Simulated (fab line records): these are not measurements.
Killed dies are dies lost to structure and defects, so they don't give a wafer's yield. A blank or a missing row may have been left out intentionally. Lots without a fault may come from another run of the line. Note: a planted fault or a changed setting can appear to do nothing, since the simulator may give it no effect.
fab line records	flow n5_finfet
[record] lots = 5	wafers = 12	last_day = 18
route steps=1938 shown BEOL_M11@1578 BEOL_M12@1602 BEOL_M15@1830 PASSIVATION@1936
lots that met no fault: taken from a fault-free run of the same line
start_h: hours from the record's opening day to when the first of the lot's shown wafers began	wait_h: how many hours have passed since the lot's step before this one	" same as the row above	L1.1+2: a single row standing in for several wafers	- either no value or no given start	* or withheld: withheld	< > ~ a bound
route shown NAME@n: NAME is a module with steps in the file, n the number in the route of the first one	usual: mean and standard deviation over wafers with no fault	same: alike in all rows	chamber/n: place in a boat	sites: the reading at each site	_std_site: their standard deviation	_edge_site: inner sites' mean taken away from outer sites' mean	radius_mm: for every site, how far away it sits from the centre of the wafer	mask NAME#n: copy n	behind: tool/chamber where the wafer was last shaped	hold: what put the lot on hold/how long, in hours/how the hold closed	device: the n, p or np transistor that did not switch	end of line: tests run on the same wafers once the route is complete	a step without rows: its recipe alone	killed: the dies lost at the first sort to structure and to defects; this is not the yield of the wafer	map: a wafer's dies, marking killed ones x, the rest . and places with no die _
set.NAME: the setting as run; set.NAME@STEP: as run at that earlier step	model.NAME: the simulator's own value behind a step, which no gauge read
a table for each step, a row for each wafer; lots at some steps of the route
services: from which hour (start_h, from the record's first day; less than 0 if before it) a tool's chamber was out of use, for how many hours, and why
[[steps]]
[step N5_BEOL_M11_TRENCH_ETCH_37]
[recipe] chemistry = C4F6/O2	target_depth_a = 1488.3	target = SiCOH_lowk	time_s = 48	ion_energy_ev = 250	pressure_mtorr = 30	source_w = 345	bias_w = 185	Ar_flow_sccm = 300	C4F6_flow_sccm = 10	O2_flow_sccm = 10
[step N5_BEOL_M11_ETCH_41]
[recipe] chemistry = CH3F/O2	target = SiCN	target_depth_a = 426	taper_deg = 2	time_s = 86	ion_energy_ev = 120	mask_material = TiN	pressure_mtorr = 30	source_w = 395	bias_w = 75	Ar_flow_sccm = 150	CH3F_flow_sccm = 30	O2_flow_sccm = 20
[step N5_BEOL_M11_STRIP_77]
[recipe] chemistry = N2/H2	time_s = 10	power_w = 450	temp_c = 40	pressure_mtorr = 20	rf_frequency_hz = 6e+07	bias_power_w = 7	n2_flow_sccm = 200	h2_flow_sccm = 200
[step N5_BEOL_M11_HM_STRIP_39]
[recipe] chemistry = peroxide_tin_strip	material = TiN	target_depth_a = 250	temp_c = 50	time_s = 158
[step N5_BEOL_M11_SRD_40]
[recipe] time_s = 30	temp_c = 23	rinse_liquid = diw	dry = ipa_marangoni
[step N5_BEOL_M11_PRECLEAN_42]
[recipe] chemistry = residue_remover	time_s = 60	temp_c = 40
[step N5_BEOL_M11_SRD_43]
[recipe] time_s = 30	temp_c = 23	rinse_liquid = diw	dry = ipa_marangoni
[step N5_BEOL_M11_CURE_72]
[recipe] temp_c = 370	time_s = 120	ambient = DMADMS/He	material = SiCOH_lowk
[step N5_BEOL_M11_DEGAS_44]
[recipe] ambient = vacuum	temp_c = 250	time_s = 60
[step N5_BEOL_M11_PRE_CLEAN_45]
[recipe] gas = H2/He	time_s = 30	temp_c = 250
[step N5_BEOL_M11_ALD_74]
[recipe] material = TaN	target_thk_a = 20	temp_c = 275	ald_precursor_family = PDMAT	ald_co_reactant = NH3	pressure_torr = 3	carrier_flow_sccm = 1500	pulse_time_s = 2	purge_time_s = 3	co_reactant_purge_time_s = 2	co_reactant_pulse_time_s = 3	ald_cycles = 40	precursor_vessel_temp_c = 75	precursor_vessel_pressure_torr = 26.25	precursor_vessel_carrier_sccm = 1000
[usual] ald_cycles = 40/0	heater_power_w = 422/39	precursor_vessel_carrier_sccm = 999.8/2.9
lot.wafer	tool	chamber	start_h	wait_h	ald_cycles	heater_power_w	precursor_vessel_carrier_sccm	model.TaN_of_BEOL_M11_ALD_74.thk_nm
L252.2	ald_metal-04	3	324.27	0.0	40	419	999.8	2
L252.5	"	0	"	"	40	394	1000.8	2
L252.6	"	3	"	"	40	438	998.6	2
L259.1	ald_metal-04	1	348.55	0.1	40	453	1004.5	2
L259.3	"	0	"	"	29	400	998.9	1.4
L258.1	ald_metal-04	3	365.40	0.0	40	436	999.5	2
L258.4	"	2	"	"	29	417	1000.3	1.4
L261.1	ald_metal-04	2	379.50	0.1	40	424	1003.2	2
L261.3	"	1	"	"	29	435	1000.8	1.4
L263.4	ald_metal-02	1	384.04	0.1	40	368	998.1	2
L263.5	"	0	"	"	40	437	1000.9	2
L263.6	"	1	"	"	40	367	1003.6	2
[step N5_BEOL_M11_SURFACE_TREAT_76]
[recipe] gas = Ar	time_s = *	ion_energy_ev = *	ion_current_ma_cm2 = 0.5	pressure_mtorr = *	ar_flow_sccm = 30
[step N5_BEOL_M11_CVD_75]
[recipe] material = Co	target_thk_a = 20	temp_c = withheld	precursor = CCTBA/H2	pressure_torr = 30	time_s = 138.9
[step N5_BEOL_M11_SPUTTER_48]
[recipe] material = Cu	target_thk_a = 120	temp_c = -20	bias_v = 60	power_w = 26000	chamber_pressure_pa = 0.13	time_s = 2
[step N5_BEOL_M11_ECD_50]
[recipe] material = Cu	target_thk_a = 3180
[step N5_BEOL_M11_ANNEAL_51]
[recipe] temp_c = 225	time_s = 90	ambient = N2
[step N5_BEOL_M11_CMP_52]
[recipe] stop_on = SiCOH_lowk	t_overpolish_s = 7	down_force_psi = 1	platen_rpm = 50	clearing_platen_down_force_psi = 1.5	clearing_platen_rpm = 50	post_cmp_clean = cu_alkaline	target_thk_nm = 140	clearing_platen_pad_velocity_m_s = 0.99484	pad_velocity_m_s = 0.99484
[step N5_BEOL_M11_PRE_CLEAN_55]
[recipe] gas = NH3	time_s = 15	temp_c = withheld	rf_power_w = 300
[step N5_BEOL_M11_DEP_56]
[recipe] material = SiCN	target_thk_a = 300	temp_c = withheld	precursor = 3MS/NH3	pressure_torr = 3	rf_w = 675	time_s = 10.5
[step N5_BEOL_M12_ILD_DEP_00]
[recipe] material = SiOC	target_thk_a = 6589.2	temp_c = 350	precursor = DEMS/O2	pressure_torr = 5	rf_w = 500	time_s = 130.7
[step N5_BEOL_M12_COAT_58]
[recipe] resist = BARC	temp_c = 205	time_s = 60	spin_rpm = 1500	resist_thk_nm = 89
[step N5_BEOL_M12_COAT_04]
[recipe] spin_rpm = 1625	resist_thk_nm = 400
[step N5_BEOL_M12_EBR_06]
[recipe] solvent = PGMEA	ebr_width_mm = 1.5
[step N5_BEOL_M12_SOFTBAKE_05]
[recipe] temp_c = 130	time_s = 60
[step N5_BEOL_M12_EXPOSE_07]
[recipe] mask_id = V11	na = 0.93	source_shape = conventional	sigma_outer = 0.6	polarization = unpolarized	attpsm_phase_deg = 180	dose_mj = 32.5
[step N5_BEOL_M12_PEB_08]
[recipe] peb_temp_c = 130	peb_time_s = 90
[step N5_BEOL_M12_DEVELOP_09]
[recipe] develop_time_s = 45	rinse_liquid = diw	dry = air_spin	dev_temp_c = 21
[step N5_BEOL_M12_HARDBAKE_14]
[recipe] temp_c = 130	time_s = 120
[step N5_BEOL_M12_DESCUM_15]
[recipe] chemistry = O2	time_s = 7.9	source_power_w = 50	bias_power_w = 20	pressure_mtorr = 20	rf_frequency_hz = 2.712e+07	temp_c = 40	o2_flow_sccm = 225
[step N5_BEOL_M12_ETCH_59]
[recipe] chemistry = N2/H2	target = BARC	target_depth_a = 890	overetch_a = 267	time_s = 67.9	ion_energy_ev = 200	pressure_mtorr = 30	source_w = 840	bias_w = 150	n2_flow_sccm = 200	h2_flow_sccm = 200
[step N5_BEOL_M12_VIA_ETCH_16]
[recipe] chemistry = C4F8/O2/Ar	target = SiOC	pressure_mtorr = 30	source_w = 3000	bias_w = 700	Ar_flow_sccm = 400	C4F8_flow_sccm = 15	O2_flow_sccm = 8	he_inner_torr = 15	he_outer_torr = 30	target_depth_a = 7248	time_s = withheld	ion_energy_ev = 250	ends = cleared
[step N5_BEOL_M12_STRIP_63]
[recipe] chemistry = N2/H2	power_w = 1000	temp_c = 250	h2_frac = 0.65	overash_fraction = 0.3	pressure_mtorr = 1000	n2_flow_sccm = 1750	h2_flow_sccm = 3250
[step N5_BEOL_M12_STRIP_64]
[recipe] chemistry = N2/H2	power_w = 1000	temp_c = 250	h2_frac = 0.65	overash_fraction = 0.3	pressure_mtorr = withheld	n2_flow_sccm = 1750	h2_flow_sccm = 3250
[step N5_BEOL_M15_RC_MEAS_101]
[usual] COMB_M10 = 1.5e-11/3.1e-12	COMB_M11 = 1.5e-11/3.1e-12	COMB_M11_max_site = 2.1e-11/4.8e-12	COMB_M12 = 7e-12/1.3e-12	COMB_M13 = 5.5e-12/1e-12	COMB_M14 = 4.1e-12/7.1e-13	COMB_M15 = 3.2e-12/5.9e-13	COMB_M5 = 3.7e-11/7.8e-12	COMB_M6 = 2.6e-11/5.1e-12	COMB_M7 = 2.5e-11/5.4e-12	COMB_M8 = 2.7e-11/5.7e-12	COMB_M9 = 1.5e-11/3e-12	SERP_M10 = 3.07/0.091	SERP_M11 = 3.10/0.076	SERP_M12 = 0.632/0.016	SERP_M13 = 0.310/0.0062	SERP_M14 = 0.159/0.0051	SERP_M5 = 38.9/1.7	SERP_M6 = 13.7/0.57	SERP_M7 = 14.0/0.52	SERP_M8 = 13.6/0.59	SERP_M9 = 3.08/0.082
lot.wafer	tool	chamber	start_h	wait_h	COMB_M10[S/m]	COMB_M11[S/m]	COMB_M11_max_site[S/m]	COMB_M12[S/m]	COMB_M13[S/m]	COMB_M14[S/m]	COMB_M15[S/m]	COMB_M5[S/m]	COMB_M6[S/m]	COMB_M7[S/m]	COMB_M8[S/m]	COMB_M9[S/m]	SERP_M10[ohm/um]	SERP_M11[ohm/um]	SERP_M12[ohm/um]	SERP_M13[ohm/um]	SERP_M14[ohm/um]	SERP_M5[ohm/um]	SERP_M6[ohm/um]	SERP_M7[ohm/um]	SERP_M8[ohm/um]	SERP_M9[ohm/um]
L252.2	prober-02	0	351.27	0.2	1.9e-11	1.3e-11	1.9e-11	6e-12	5.7e-12	4.9e-12	3e-12	3.1e-11	1.8e-11	2.8e-11	2.1e-11	1.9e-11	3.13	3.22	0.629	0.310	0.154	39.0	14.1	14.1	13.7	3.01
L252.5	"	0	"	"	2.1e-11	1.3e-11	1.8e-11	5.6e-12	5.4e-12	4.6e-12	2.6e-12	2.4e-11	1.5e-11	1.7e-11	1.8e-11	1.7e-11	3.05	3.19	0.630	0.303	0.156	41.3	13.6	13.5	14.6	3.14
L252.6	"	0	"	"	2e-11	1.6e-11	1.8e-11	5.6e-12	6.5e-12	5.8e-12	3.8e-12	4.4e-11	1.6e-11	2.3e-11	3.1e-11	1.7e-11	3.08	3.15	0.629	0.317	0.153	38.3	13.8	13.8	14.6	2.91
L259.1	prober-01	0	372.78	0.0	1.1e-11	1.4e-11	1.7e-11	8.2e-12	4.9e-12	3.5e-12	3.6e-12	4.5e-11	2.3e-11	2.9e-11	1.9e-11	1.8e-11	3.05	3.16	0.648	0.315	0.150	41.4	13.6	13.9	14.5	3.08
L259.3	"	0	"	"	1.2e-11	2.3e-11	3.8e-11	7.3e-12	4e-12	4.7e-12	3.2e-12	6e-11	2.1e-11	3e-11	2.9e-11	1.8e-11	3.05	3.07	0.615	0.305	0.161	42.2	13.7	13.3	14.4	3.08
L258.1	prober-01	0	386.04	0.0	1.2e-11	1.4e-11	1.8e-11	5.8e-12	5.3e-12	3.9e-12	3e-12	3.5e-11	2.2e-11	2.2e-11	3.3e-11	2e-11	3.09	3.14	0.604	0.307	0.164	37.1	13.8	14.2	13.5	2.93
L258.4	"	0	"	"	1.1e-11	2.4e-11	3.3e-11	7e-12	4.5e-12	4.7e-12	2.8e-12	5e-11	2.5e-11	2e-11	2.5e-11	1.8e-11	3.16	2.96	0.623	0.311	0.154	37.4	12.8	13.8	13.9	3.14
L261.1	prober-02	0	401.77	0.0	9e-12	1.7e-11	2.4e-11	6.3e-12	5.5e-12	3.3e-12	3.5e-12	3.6e-11	2.4e-11	2.4e-11	1.9e-11	1.7e-11	3.04	3.09	0.625	0.316	0.165	37.1	13.5	13.7	12.5	3.15
L261.3	"	0	"	"	1.8e-11	3.6e-11	5.4e-11	7e-12	4.6e-12	4.5e-12	2.9e-12	2.3e-11	2.1e-11	2.2e-11	2.8e-11	1.5e-11	3.23	3.02	0.636	0.317	0.152	37.9	14.8	14.2	12.7	3.24
L263.4	prober-01	0	414.77	0.5	1.6e-11	2.9e-11	3.9e-11	6e-12	4.7e-12	3.2e-12	4.2e-12	3.9e-11	2.8e-11	1.9e-11	2.3e-11	1.5e-11	2.97	3.22	0.648	0.311	0.160	40.1	13.7	14.2	13.5	3.17
L263.5	"	0	"	"	1.8e-11	2e-11	2.6e-11	7e-12	6e-12	3.6e-12	4e-12	2.6e-11	2.9e-11	1.9e-11	4e-11	1.5e-11	3.18	3.03	0.637	0.312	0.161	39.3	13.6	13.6	13.0	3.10
L263.6	"	0	"	"	1.9e-11	2.4e-11	4e-11	6.6e-12	5e-12	3.9e-12	3.1e-12	3.7e-11	2.3e-11	2.1e-11	2.3e-11	1.4e-11	3.03	2.97	0.630	0.312	0.164	39.8	14.2	14.4	13.0	3.06
// sites COMB_M11 radius_mm=0,75,75,75,75,140,140,140,140
L252.2 1.1e-11 9e-12 1.1e-11 1.4e-11 1.5e-11 1e-11 1.3e-11 1.9e-11 1.9e-11
L259.1 1.1e-11 1.3e-11 1.5e-11 1.1e-11 1.6e-11 1.7e-11 1.4e-11 1.5e-11 1.1e-11
L258.1 1.3e-11 1.6e-11 1.5e-11 1.8e-11 1.4e-11 1.2e-11 1.4e-11 1.3e-11 1.5e-11
L261.1 2.4e-11 1.1e-11 1.6e-11 1.3e-11 1.7e-11 1.9e-11 1.7e-11 1.6e-11 2e-11
L263.4 1.5e-11 2.7e-11 2.6e-11 2.9e-11 2.9e-11 3.7e-11 3.2e-11 1.9e-11 3.9e-11
[step N5_PASSIVATION_PROBE_49]
[usual] defect_limited_yield = 91.4/1.5	killed_at_M0_to_M3 = 34/10	killed_at_M4_up = 15/6	killed_at_contacts = 12/6	killed_at_front_end = 37/11	killed_at_other = 3.3/2.8	killed_dies = 101/18	killed_open = 66/14	killed_short = 33/7.8	sort_bin_4_leakage = 0/0	sort_bin_5_function = 5.0/0.97	sort_bin_6_memory = 3.2/0.72	sort_n_pass = 1079/18	sort_yield_pct = 91.4/1.5
[same] gross_dies = 1180	killed_at_back_side = 0	sort_bin_8_speed[%] = 0
lot.wafer	tool	chamber	start_h	wait_h	defect_limited_yield[%]	killed_at_M0_to_M3	killed_at_M4_up	killed_at_contacts	killed_at_front_end	killed_at_other	killed_dies	killed_open	killed_short	sort_bin_4_leakage[%]	sort_bin_5_function[%]	sort_bin_6_memory[%]	sort_n_pass	sort_yield_pct[%]
L252.2	prober-02	-	365.88	0.1	89.2	33	11	13	68	2	127	85	41	0	6.2	4.3	1053	89.2
L252.5	prober-02	-	366.03	0.2	93.8	20	7	7	39	0	73	48	24	0	4.1	1.9	1107	93.8
L252.6	prober-02	-	366.08	0.3	89.4	45	10	8	61	1	125	74	51	0	6.9	3.2	1055	89.4
L259.1	prober-02	-	385.86	0.0	91.0	30	5	16	50	5	106	66	38	0	5.0	3.3	1074	91.0
L259.3	prober-02	-	385.96	0.1	92.0	33	3	16	41	1	94	65	29	0	5.1	2.7	1086	92.0
L258.1	prober-01	-	400.66	0.0	92.6	30	18	16	21	2	87	58	26	0	4.1	3.0	1093	92.6
L258.4	prober-01	-	400.81	0.2	89.8	54	9	19	38	0	120	84	35	0	4.8	5.0	1060	89.8
L261.3	prober-02	-	418.05	0.1	91.8	38	12	4	38	5	97	61	35	0.08	5.0	2.9	1083	91.8
// killed by level:class
L252.2 FIN_SAQP:geometric_particle:open=16 STI_FIN_REVEAL:geometric_particle:open=12 BEOL_M0_SAQP:geometric_particle:open=12 FIN_SAQP:geometric_particle:short=11 MOL_CONTACT_COAG:geometric_particle:open=11 GATE_CUT:geometric_particle:short=9 BEOL_M0_SAQP:geometric_particle:short=8 BEOL_M4:geometric_particle:open=6
L252.5 FIN_SAQP:geometric_particle:open=11 GATE_CUT:geometric_particle:short=5 BEOL_M0_SAQP:geometric_particle:open=5 BEOL_M0:geometric_particle:open=5 GATE_CUT:geometric_particle:open=4 MOL_CONTACT_COAG:geometric_particle:short=4 BEOL_M2:geometric_particle:open=3 DUMMY_GATE:geometric_particle:open=3
L252.6 FIN_SAQP:geometric_particle:open=13 BEOL_M0_SAQP:geometric_particle:short=13 BEOL_M0_SAQP:geometric_particle:open=13 FIN_SAQP:geometric_particle:short=10 DUMMY_GATE:geometric_particle:open=9 GATE_CUT:geometric_particle:short=9 BEOL_M3:geometric_particle:open=7 MOL_CONTACT_COAG:geometric_particle:open=5
L259.1 FIN_SAQP:geometric_particle:open=14 MOL_CONTACT_COAG:geometric_particle:open=13 BEOL_M0_SAQP:geometric_particle:short=8 BEOL_M3:geometric_particle:open=7 BEOL_M0_SAQP:geometric_particle:open=6 FIN_SAQP:geometric_particle:short=5 STI_FIN_REVEAL:geometric_particle:open=5 GATE_CUT:geometric_particle:short=5
L259.3 FIN_SAQP:geometric_particle:open=14 MOL_CONTACT_COAG:geometric_particle:open=12 BEOL_M3:geometric_particle:open=12 DUMMY_GATE:geometric_particle:open=8 BEOL_M0_SAQP:geometric_particle:open=7 FIN_SAQP:geometric_particle:short=5 BEOL_M0_SAQP:geometric_particle:short=5 MOL_CONTACT_COAG:geometric_particle:short=4
L258.1 MOL_CONTACT_COAG:geometric_particle:open=9 MOL_CONTACT_COAG:geometric_particle:short=7 BEOL_M4:geometric_particle:open=7 BEOL_M0_SAQP:geometric_particle:open=6 BEOL_M1:geometric_particle:open=6 BEOL_M2:geometric_particle:open=5 FIN_SAQP:geometric_particle:short=4 FIN_SAQP:geometric_particle:open=4
L258.4 MOL_CONTACT_COAG:geometric_particle:open=13 BEOL_M3:geometric_particle:open=13 FIN_SAQP:geometric_particle:short=10 BEOL_M2:geometric_particle:open=9 FIN_SAQP:geometric_particle:open=8 BEOL_M0_SAQP:geometric_particle:short=8 BEOL_M1:geometric_particle:open=7 MOL_CONTACT_COAG:geometric_particle:short=6
L261.3 FIN_SAQP:geometric_particle:open=10 BEOL_M0_SAQP:geometric_particle:short=10 BEOL_M3:geometric_particle:open=7 BEOL_M0_SAQP:geometric_particle:open=6 BEOL_M4:geometric_particle:open=6 FIN_SAQP:geometric_particle:short=5 STARTING-WAFER:geometric_particle:open=5 STARTING-WAFER:geometric_particle:short=5
[[services]]
tool	chamber	start_h	hours	kind
ald_metal-04	3	329.48	2.8	repair
ald_metal-02	-	335.70	0.9	repair
[[key]]
[first_sign] step = N5_BEOL_M11_ALD_74	reading = ald_cycles	direction = down	sigmas = 99+	usual = *	struck = *
[effect] step = N5_BEOL_M15_RC_MEAS_101	reading = COMB_M11	direction = up	sigmas = 4	usual = 1.5e-11	struck = 2.8e-11
[model_effect] step = N5_BEOL_M11_ALD_74	value = TaN_of_BEOL_M11_ALD_74.thk_nm	without = 2	struck = 1.4
met_at N5_BEOL_M11_ALD_74
struck_wafers L258.4,L259.3,L261.3
onset_between 324.27 348.55
[fault] kind = process_parameter_drift	tool = ald_metal-04	chamber = -	onset_h = 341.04	steps = N5_BEOL_M11_ALD_74	channel = ald_cycles	offset = *	shape = step	end_h = 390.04	scope = struck_wafers_only	acts_in = *	stated = *
